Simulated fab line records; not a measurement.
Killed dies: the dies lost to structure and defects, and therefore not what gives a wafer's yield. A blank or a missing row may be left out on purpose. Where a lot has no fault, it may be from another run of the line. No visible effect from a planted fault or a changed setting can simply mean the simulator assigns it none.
8D (eight disciplines) problem report, filled in by code -- flow n5-finfet -- the parts of the form that need people (team, actions taken, sign-off) are left out

## 1. PROBLEM STATEMENT
Mean of rf-fwd-power-W at N5_GATE_CUT_ETCH_56: 451.6 W across 5 wafers in 2 lots; on wafers with no fault it is 595.0 W (standard deviation 1.9). Relative to the usual mean, that is a shift of -75 standard deviations.
The step: etches TiN in Cl2/Ar, target depth 21.6 nm.
The first sign was on wafer L837.1 at day 7 14:31, on rie-metal-03. The record holds 27 wafers of 9 lots with a number at this step. The rule behind "out" and "out of limits": a value lying over 4 standard deviations away from the usual mean. Any other wafer with a number is counted as sound.

## 2. WHAT IT IS; WHAT IT IS NOT
question,is,is not
which readings at this step,rf-fwd-power-W,"drypump-motor-current-A, he-backside-leak-sccm, oes-product-au, throttle-valve-pct"
which lots,"L837, L838","L825, L828, L835, L836, L841, L846, L848"
which wafers of those lots,"L837.1, L837.6, L838.1, L838.3, L838.6",L837.5
read on which tools,rie-metal-03,"rie-metal-01, rie-metal-02"
when,from day 7 14:31,"up to then (13 sound wafers); but 9 sound wafers of L841, L846, L848 came after"

## 3. WHAT RULES OUT EACH SUSPECT
Counting: any tool at a process step up to the reading remains a suspect provided it ran every lot that is out. Sound lots after the first of them don't rule it out here, since some wafers of a struck lot are sound.
- rie-metal-03 at N5_GATE_CUT_ETCH_56 (etches TiN in Cl2/Ar, target depth 21.6 nm): kept. Ran every lot that is out, first one L837 (day 7 14:31); last sound lot up to then L836 (day 7 06:07). On those wafers its own readings are out: rf-fwd-power-W.
- The sound lot-mates ran in chamber 0 of rie-metal-03 at N5_GATE_CUT_ETCH_56, but the wafers that are out ran in chamber 1.
Remaining after the count: rie-metal-03 at N5_GATE_CUT_ETCH_56.

## 4. THE CAUSE (what the simulator had put in)
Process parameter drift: rie-metal-03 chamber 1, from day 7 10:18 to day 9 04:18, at N5_GATE_CUT_ETCH_56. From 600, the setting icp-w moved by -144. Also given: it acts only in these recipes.
After counting, this tool was the only one left.

## 5. THE EFFECT CHAIN, in route order
Each row: a reading where the mean over the struck wafers with a number is more than 3 standard deviations away from the usual. Scope: only readings with a usual standard deviation given in the record; hours: median across lots of the time from each lot's start at the first step in this table that gives one to its start at this step; sigmas: change in usual standard deviations.
hours,step,reading,usual,on struck wafers,change,sigmas
0,N5_GATE_CUT_ETCH_56,rf-fwd-power-W,595.0 W,451.6,-143.4,-75
Here are the process steps it includes:
- N5_GATE_CUT_ETCH_56: etches TiN in Cl2/Ar, target depth 21.6 nm.
Later steps that measure or inspect, where all struck wafers having a row at the step show a number for every such reading and not one has moved that far: N5_BEOL_M4_RC_MEAS_101.

## 6. HOW IT WOULD HAVE BEEN CAUGHT EARLIER
4 hours passed between the start of the fault at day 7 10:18 and the first reading out of limits in this record, taken at day 7 14:31.
